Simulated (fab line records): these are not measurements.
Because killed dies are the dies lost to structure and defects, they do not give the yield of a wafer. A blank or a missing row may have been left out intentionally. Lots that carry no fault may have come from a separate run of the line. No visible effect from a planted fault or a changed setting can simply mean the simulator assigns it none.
Matching of chambers	flow nand_harc	NHARC_A_DECK1_JOINT_CMP_02 on cmp-03: 4 sister chambers
The step polishes SiOx. 8 wafers are shown with their chamber, then 7 later ones without.

== WAFERS WITH THEIR CHAMBER ==
wafer	chamber	motor_current_A (A)	edge_zone_pressure_frac
L896.1	3	13.3	0.998
L898.1	3	13.2	0.996
L898.3	2	13.2	1.001
L900.1	1	12.1	1.000
L900.2	0	12.9	1.003
L900.6	0	13.3	1.003
L904.2	1	12.2	0.999
L904.3	2	14.3	0.993

== WAFERS WITHOUT THEIR CHAMBER ==
wafer	motor_current_A (A)	edge_zone_pressure_frac
L904.5	12.8	1.001
L906.2	12.0	0.997
L906.4	12.9	0.997
L906.5	11.6	0.994
L908.1	11.6	1.009
L908.2	13.3	0.994
L908.4	12.6	0.995

== CHAMBER TAKEN BY EACH ==
wafer	from the rows above	in truth
L904.5	can't be placed: 0 or 1 or 3 or 2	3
L906.2	1	1
L906.4	can't be placed: 3 or 1 or 2 or 0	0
L906.5	can't be placed: 1 or 3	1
L908.1	can't be placed: 1 or 0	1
L908.2	can't be placed: 3 or 2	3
L908.4	can't be placed: 3 or 1 or 2 or 0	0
Correctly placed: 1 of 7. Can't be placed from these rows: 6 (the true chamber is among the candidates in 6). Wrongly placed: 0.
How it was worked out, from the rows above alone: a wafer's distance from a chamber is the root of the sum, over the readings, of the square of ((its reading less the chamber's mean) divided by the reading's scatter). The wafer belongs to the nearest chamber; if the next one is less than 2 further off, it can't be placed. A chamber's mean is the mean of its shown wafers. How the scatter is found: for the shown wafers, subtract from each reading the mean of its chamber, square and add these, divide the total by (wafers less chambers), then take the root.
